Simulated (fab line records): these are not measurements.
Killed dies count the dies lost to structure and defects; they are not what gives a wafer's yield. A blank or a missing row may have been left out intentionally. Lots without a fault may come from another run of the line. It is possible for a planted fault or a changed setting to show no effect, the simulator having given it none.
fab line records    flow n5Finfet
record: lots: 11  wafers: 33  lastDay: 20
route steps=1938 shown BEOL_M4@1100 TV_LITHO@1883 PASSIVATION@1916
lots untouched by any fault: they come from a run of this same line in which no faults occurred
startH: hours from the record's first day to the start of the lot's first wafer shown    waitH: hours from the lot's prior step to this one    " same as the row above    L1.1+2: a single row standing in for several wafers    - either no value or no given start    * or withheld: withheld    < > ~ a bound
route shown NAME@n: a module of which the file shows steps, and the number in the route of the first    usual: mean and standard deviation over wafers with no fault    same: alike in all rows    chamber/n: place in a boat    sites: per-site readings    _std_site: how widely they spread, as a standard deviation    _edge_site: inner sites' mean taken away from outer sites' mean    radiusMm: how far each site lies from the wafer's centre    mask NAME#n: copy n    behind: the most recent tool/chamber to have shaped the wafer    hold: reason for holding the lot/hours on hold/outcome of the hold    device: the n, p or np transistor that did not switch    end of line: tests run on the same wafers once the route is complete    where a step has no rows: the recipe by itself    killed: not the wafer's yield, but the dies lost to structure and defects at the first sort    map: shows each die of a wafer: x if killed, . if not, _ if none is there
set.NAME: setting as actually run; set.NAME@STEP: the setting as run at that earlier step    model.NAME: the simulator's own value behind a step, which no gauge read
route steps across a sampled set of lots; one table per step, one row per wafer
services: the hour from which a tool's chamber was out of use, counted from the record's first day as startH (under 0 if before that day), plus the number of hours and why
== steps ==
step: N5_BEOL_M4_SPUTTER_96
recipe: material: Cu  targetThkA: 45  tempC: -20  chamberPressurePa: 0.07  powerW: withheld  timeS: 8.29
usual: throttleValvePct: 29.8/1.1
lot.wafer  tool           chamber  startH  waitH  throttleValvePct
L617.3     pvdSputter-02  -        209.42  0.1    30.6
L617.4     "              -        "       "      27.2
L617.5     "              -        "       "      30.4
L618.2     pvdSputter-01  -        242.90  0.1    30.6
L618.4     "              -        "       "      30.0
L618.6     "              -        "       "      28.6
L619.1     pvdSputter-01  -        248.71  0.1    30.7
L619.4     "              -        "       "      30.5
L619.6     "              -        "       "      30.5
L621.1     pvdSputter-03  -        257.40  0.1    29.8
L621.3     "              -        "       "      30.8
L621.4     "              -        "       "      28.9
L623.1     pvdSputter-01  -        264.71  0.1    30.5
L623.2     "              -        "       "      29.7
L623.5     "              -        "       "      30.3
L624.1     pvdSputter-03  -        267.76  0.1    29.2
L624.3     "              -        "       "      30.7
L624.4     "              -        "       "      31.4
L625.3     pvdSputter-03  -        274.00  0.1    30.9
L625.5     "              -        "       "      29.5
L625.6     "              -        "       "      30.6
L626.1     pvdSputter-01  -        274.87  0.1    28.7
L626.5     "              -        "       "      30.6
L626.6     "              -        "       "      28.7
L629.2     pvdSputter-03  -        294.63  0.1    29.4
L629.3     "              -        "       "      29.0
L629.6     "              -        "       "      30.9
L639.1     pvdSputter-01  -        357.32  0.1    28.7
L639.3     "              -        "       "      30.7
L639.6     "              -        "       "      30.5
L638.1     pvdSputter-01  -        372.48  9.6    29.5
L638.4     "              -        "       "      28.7
L638.6     "              -        "       "      29.7
step: N5_PASSIVATION_CD_MEAS_10
recipe: targetCdNm: 3000  landingEnergyEv: 500  detector: seInlens
usual: cdNm: 2999.1/1.8
lot.wafer  tool      chamber  startH  waitH  cdNm
L617.3     cdSem-02  0        299.91  -      2999.8
L617.4     "         0        "       "      2998.7
L617.5     "         0        "       "      2999.8
L618.2     cdSem-01  0        334.92  -      3001.2
L618.4     "         0        "       "      2999.6
L618.6     "         0        "       "      3000.5
L619.1     cdSem-03  0        339.83  -      3000.0
L619.4     "         0        "       "      2999.3
L619.6     "         0        "       "      3000.8
L621.1     cdSem-02  0        356.64  -      2998.0
L621.3     "         0        "       "      2998.3
L621.4     "         0        "       "      3000.9
L623.1     cdSem-03  0        369.22  -      2998.4
L623.2     "         0        "       "      2997.9
L623.5     "         0        "       "      2999.3
L624.1     cdSem-02  0        369.78  -      2999.3
L624.3     "         0        "       "      2999.7
L624.4     "         0        "       "      2999.1
L626.1     cdSem-02  0        372.92  -      3001.5
L626.5     "         0        "       "      3001.3
L626.6     "         0        "       "      3001.1
L625.3     cdSem-02  0        380.00  -      3000.6
L625.5     "         0        "       "      2998.2
L625.6     "         0        "       "      3002.2
L629.2     cdSem-03  0        396.31  -      2997.5
L629.3     "         0        "       "      2996.5
L629.6     "         0        "       "      2999.9
L639.1     cdSem-03  0        454.78  -      2998.0
L639.3     "         0        "       "      2997.4
L639.6     "         0        "       "      2998.8
L638.1     cdSem-03  0        475.57  -      3000.5
L638.4     "         0        "       "      3000.5
L638.6     "         0        "       "      2999.8
step: N5_PASSIVATION_DESCUM_12
recipe: chemistry: O2  timeS: 7.9  sourcePowerW: 50  biasPowerW: 20  pressureMtorr: 20  rfFrequencyHz: 2.712e+07  tempC: 40  o2FlowSccm: 225
usual: biasPowerW: 19.99/0.06  drypumpMotorCurrentA: 5.8/0.56  oesProductAu: 0.78/0.077  rfVppV: 243.0/1.3  showerheadPlenumPTorr: 2.09/0.065  throttleValvePct: 20.54/0.2
lot.wafer  tool        chamber  startH  waitH  biasPowerW  drypumpMotorCurrentA  oesProductAu  rfHoursCounterH  rfVppV  showerheadPlenumPTorr  throttleValvePct
L617.3     rieDiel-06  1        300.49  0.5    20.02       5.2                   0.93          15               243.4   2.14                   20.28
L617.4     "           1        "       "      20.00       5.2                   0.93          -                244.7   2.14                   20.27
L617.5     "           2        "       "      19.93       6.4                   0.74          -                242.8   1.99                   20.53
L618.2     rieDiel-03  3        335.10  0.1    19.93       5.4                   0.83          81               241.8   2.12                   20.55
L618.4     "           2        "       "      19.98       5.0                   0.73          186              245.6   2.16                   20.49
L618.6     "           2        "       "      19.90       5.0                   0.73          -                244.8   2.16                   20.50
L619.1     rieDiel-03  0        340.15  0.3    20.01       5.6                   0.69          238              242.3   2.07                   20.78
L619.4     "           3        "       "      20.10       5.4                   0.83          83               243.6   2.12                   20.55
L619.6     "           2        "       "      20.00       5.0                   0.72          -                244.0   2.16                   20.50
L621.1     rieDiel-01  1        356.72  0.0    20.08       6.3                   0.72          197              243.1   2.09                   20.57
L621.3     "           3        "       "      20.09       6.0                   0.85          59               241.6   2.04                   20.58
L621.4     "           2        "       "      20.01       6.4                   0.84          70               246.1   2.20                   20.61
L623.1     rieDiel-01  0        369.31  0.0    19.98       6.6                   0.75          150              243.4   2.01                   20.91
L623.2     "           1        "       "      20.05       6.3                   0.71          200              243.9   2.09                   20.57
L623.5     "           0        "       "      20.05       6.6                   0.75          -                241.9   2.01                   20.91
L624.1     rieDiel-03  1        369.92  0.1    19.94       6.1                   0.70          200              240.4   1.99                   20.15
L624.3     "           0        "       "      19.88       5.5                   0.69          246              242.9   2.06                   20.78
L624.4     "           3        "       "      20.07       5.4                   0.83          92               244.5   2.11                   20.56
L626.1     rieDiel-01  2        373.01  0.0    20.02       6.4                   0.82          74               244.9   2.20                   20.64
L626.5     "           0        "       "      20.02       6.6                   0.75          -                242.9   2.01                   20.91
L626.6     "           1        "       "      19.95       6.3                   0.71          -                240.8   2.09                   20.59
L625.3     rieDiel-03  3        380.09  0.0    19.92       5.3                   0.83          95               243.4   2.11                   20.57
L625.5     "           3        "       "      19.90       5.4                   0.83          -                243.5   2.11                   20.56
L625.6     "           2        "       "      19.99       5.0                   0.72          -                245.3   2.16                   20.52
L629.2     rieDiel-03  1        396.40  0.0    20.09       6.1                   0.70          210              240.5   1.99                   20.14
L629.3     "           2        "       "      20.02       5.0                   0.70          206              243.7   2.16                   20.53
L629.6     "           3        "       "      20.05       5.3                   0.80          -                243.0   2.11                   20.57
L639.1     rieDiel-06  0        454.87  0.0    20.08       6.4                   0.84          47               243.2   2.14                   20.58
L639.3     "           1        "       "      19.99       5.2                   0.84          63               242.7   2.13                   20.34
L639.6     "           1        "       "      19.99       5.2                   0.84          -                243.2   2.13                   20.34
L638.1     rieDiel-03  1        475.65  0.0    19.95       6.1                   0.68          232              241.3   1.98                   20.19
L638.4     "           2        "       "      19.96       5.0                   0.70          229              243.7   2.15                   20.55
L638.6     "           2        "       "      19.85       5.0                   0.70          -                243.8   2.15                   20.55
step: N5_PASSIVATION_PECVD_35
recipe: material: SiNx  targetThkA: 7000  tempC: 400  precursor: SiH4/NH3/N2  pressureTorr: 4.9  rfW: 1406  timeS: 151.3
usual: heaterPowerOuterW: 194/74  heaterPowerW: 414/100  showerheadPlenumPTorr: 8.67/0.061  throttleValvePct: 28.6/1.2
lot.wafer  tool      chamber  startH  waitH  heaterPowerOuterW  heaterPowerW  showerheadPlenumPTorr  throttleValvePct
L617.3     pecvd-03  2        303.61  0.1    174                409           8.61                   27.2
L617.4     "         1        "       "      155                386           8.73                   28.7
L617.5     "         2        "       "      216                490           8.63                   27.0
L618.2     pecvd-01  2        338.05  0.1    242                434           8.60                   27.7
L618.4     "         1        "       "      325                588           8.63                   30.1
L618.6     "         1        "       "      189                413           8.60                   30.3
L619.1     pecvd-01  2        343.05  0.1    186                352           8.61                   27.7
L619.4     "         2        "       "      221                407           8.59                   27.4
L619.6     "         1        "       "      188                416           8.62                   30.1
L621.1     pecvd-01  0        360.09  0.1    140                357           8.71                   26.5
L621.3     "         1        "       "      263                520           8.59                   30.1
L621.4     "         1        "       "      297                567           8.60                   29.9
L623.1     pecvd-03  0        372.31  0.1    87                 291           8.78                   28.9
L623.2     "         1        "       "      114                325           8.76                   28.8
L623.5     "         1        "       "      133                357           8.73                   28.9
L624.1     pecvd-01  0        373.42  0.1    103                306           8.71                   26.1
L624.3     "         1        "       "      258                513           8.60                   30.0
L624.4     "         2        "       "      263                461           8.60                   27.9
L626.1     pecvd-01  1        377.18  0.1    318                595           8.60                   30.2
L626.5     "         2        "       "      153                330           8.62                   27.6
L626.6     "         0        "       "      168                403           8.68                   26.2
L625.3     pecvd-03  0        383.50  0.1    55                 251           8.76                   29.0
L625.5     "         1        "       "      126                344           8.79                   28.6
L625.6     "         2        "       "      272                568           8.60                   27.4
L629.2     pecvd-04  0        399.40  0.1    115                270           8.67                   29.3
L629.3     "         2        "       "      222                429           8.62                   29.1
L629.6     "         1        "       "      194                414           8.69                   29.5
L639.1     pecvd-03  0        459.43  0.1    138                349           8.74                   29.6
L639.3     "         1        "       "      146                377           8.76                   28.9
L639.6     "         0        "       "      34                 220           8.77                   29.3
L638.1     pecvd-01  2        478.63  0.1    198                379           8.60                   28.2
L638.4     "         1        "       "      253                521           8.61                   30.2
L638.6     "         0        "       "      183                404           8.69                   26.5
step: N5_PASSIVATION_PROBE_49
usual: defectLimitedYield: 90.8/1.7  killed_at_M0_to_M3: 37/12  killed_at_M4_up: 15/5.6  killedAtContacts: 13/6.9  killedAtFrontEnd: 40/11  killedAtOther: 4/3.2  killedDies: 109/20  killedOpen: 73/15  killedShort: 35/8.3  sort_bin_5_function: 5.4/1.1  sort_bin_6_memory: 3.5/0.73  sortNPass: 1071/20  sortYieldPct: 90.8/1.7
same: grossDies: 1180  killedAtBackSide: 0  sort_bin_4_leakage[%]: 0  sort_bin_8_speed[%]: 0
lot.wafer  tool       chamber  startH  waitH  defectLimitedYield[%]  killed_at_M0_to_M3  killed_at_M4_up  killedAtContacts  killedAtFrontEnd  killedAtOther  killedDies  killedOpen  killedShort  sort_bin_5_function[%]  sort_bin_6_memory[%]  sortNPass  sortYieldPct[%]
L639.1     prober-02  -        464.55  0.0    87.8                   28                  76               12                22                6              144         47          31           7.2                     3.0                   1036       87.8
L639.3     prober-02  -        464.65  0.1    83.1                   26                  128              8                 33                4              199         55          30           9.7                     5.0                   981        83.1
L639.6     prober-02  -        464.80  0.3    84.0                   24                  116              4                 34                11             189         48          33           9.7                     4.3                   991        84.0
L638.1     prober-02  -        482.32  0.0    81.5                   43                  119              6                 48                2              218         79          35           11.7                    4.9                   962        81.5
L638.4     prober-02  -        482.47  0.2    85.8                   29                  79               12                43                5              168         71          36           9.7                     3.4                   1012       85.8
L638.6     prober-02  -        482.57  0.3    84.4                   29                  111              9                 32                3              184         57          24           10.8                    3.1                   996        84.4
killed by level:class
L639.1 BEOL_M4:unspecified=66 MOL_CONTACT_COAG:geometricParticle:open=12 BEOL_M0_SAQP:geometricParticle:open=10 FIN_SAQP:geometricParticle:short=9 BEOL_M0_SAQP:geometricParticle:short=9 BEOL_M1:geometricParticle:open=5 BEOL_M4:geometricParticle:open=4 FIN_SAQP:geometricParticle:open=3
L639.3 BEOL_M4:unspecified=113 FIN_SAQP:geometricParticle:open=7 MOL_CONTACT_COAG:geometricParticle:open=7 BEOL_M4:geometricParticle:open=6 FIN_SAQP:geometricParticle:short=5 BEOL_M2:geometricParticle:open=5 STARTING-WAFER:geometricParticle:short=5 ILD0:geometricParticle:open=4
L639.6 BEOL_M4:unspecified=108 ILD0:geometricParticle:short=7 GATE_CUT:geometricParticle:short=6 BEOL_M0_SAQP:geometricParticle:short=6 BEOL_M0_SAQP:geometricParticle:open=5 BEOL_M1:geometricParticle:open=5 FIN_SAQP:geometricParticle:open=4 MIM_BOT:geometricParticle:open=4
L638.1 BEOL_M4:unspecified=102 BEOL_M0_SAQP:geometricParticle:short=12 BEOL_M3:geometricParticle:open=11 STI_FIN_REVEAL:geometricParticle:open=9 BEOL_M4:geometricParticle:open=8 GATE_CUT:geometricParticle:short=7 GATE_CUT:geometricParticle:open=7 BEOL_M0_SAQP:geometricParticle:open=7
L638.4 BEOL_M4:unspecified=59 FIN_SAQP:geometricParticle:open=9 DUMMY_GATE:geometricParticle:open=9 MOL_CONTACT_COAG:geometricParticle:open=9 BEOL_M0_SAQP:geometricParticle:short=7 BEOL_M4:geometricParticle:open=6 STI_FIN_REVEAL:geometricParticle:open=5 BEOL_M1:geometricParticle:open=5
L638.6 BEOL_M4:unspecified=100 MOL_CONTACT_COAG:geometricParticle:open=8 FIN_SAQP:geometricParticle:open=6 STI_FIN_REVEAL:geometricParticle:open=6 BEOL_M3:geometricParticle:open=6 BEOL_M0_SAQP:geometricParticle:open=5 BEOL_M0:geometricParticle:open=5 BEOL_M4:geometricParticle:open=5
== services ==
tool           chamber  startH  hours  kind
rieDiel-06     0        198.08  6.2    repair
pecvd-01       -        242.61  1.4    repair
rieDiel-01     2        247.05  9.9    repair
pecvd-01       1        252.95  6.0    repair
pecvd-04       2        280.44  5.3    repair
rieDiel-06     3        281.08  5.0    repair
rieDiel-06     1        284.55  4.9    repair
rieDiel-03     -        293.56  16.0   repair
pecvd-01       0        309.09  -      clean
pecvd-01       0        309.09  29.5   scheduledDown
pecvd-01       0        309.09  29.5   ventCycle
pecvd-01       0        338.59  5.5    scheduledDown
pecvd-01       2        361.61  2.1    scheduledDown
pecvd-01       -        377.70  0.5    repair
rieDiel-03     0        385.10  -      clean
rieDiel-03     0        385.10  -      consumableReplace:focusRing
rieDiel-03     0        385.10  14.8   scheduledDown
rieDiel-03     -        403.77  0.4    repair
pvdSputter-03  -        415.65  1.7    repair
rieDiel-06     1        422.60  4.8    repair
pecvd-04       0        439.30  5.3    repair
rieDiel-06     3        441.09  5.5    repair
pvdSputter-02  -        455.79  2.5    repair
pvdSputter-01  -        477.31  3.9    repair
== key ==
firstSign: step: N5_PASSIVATION_PROBE_49  reading: killed_at_M4_up  direction: up  sigmas: 16  usual: 15  struck: 105
effect: step: N5_PASSIVATION_PROBE_49  reading: killedDies  direction: up  sigmas: 3.8  usual: 109  struck: 184
moreKillsBornAt: N5_BEOL_M4_SPUTTER_96@pvdSputter-01: 548
metAt N5_BEOL_M4_SPUTTER_96
struckLots L638,L639
notActingAt N5_PASSIVATION_CD_MEAS_10,N5_PASSIVATION_DESCUM_12,N5_PASSIVATION_PECVD_35
onsetBetween 274.87 357.32
alsoFits time
fault: kind: chamberParticleSource  tool: pvdSputter-01  chamber: -  onsetH: 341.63  steps: N5_BEOL_M4_SPUTTER_96  ratePerVisitCm2: 0.58737  endH: 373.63
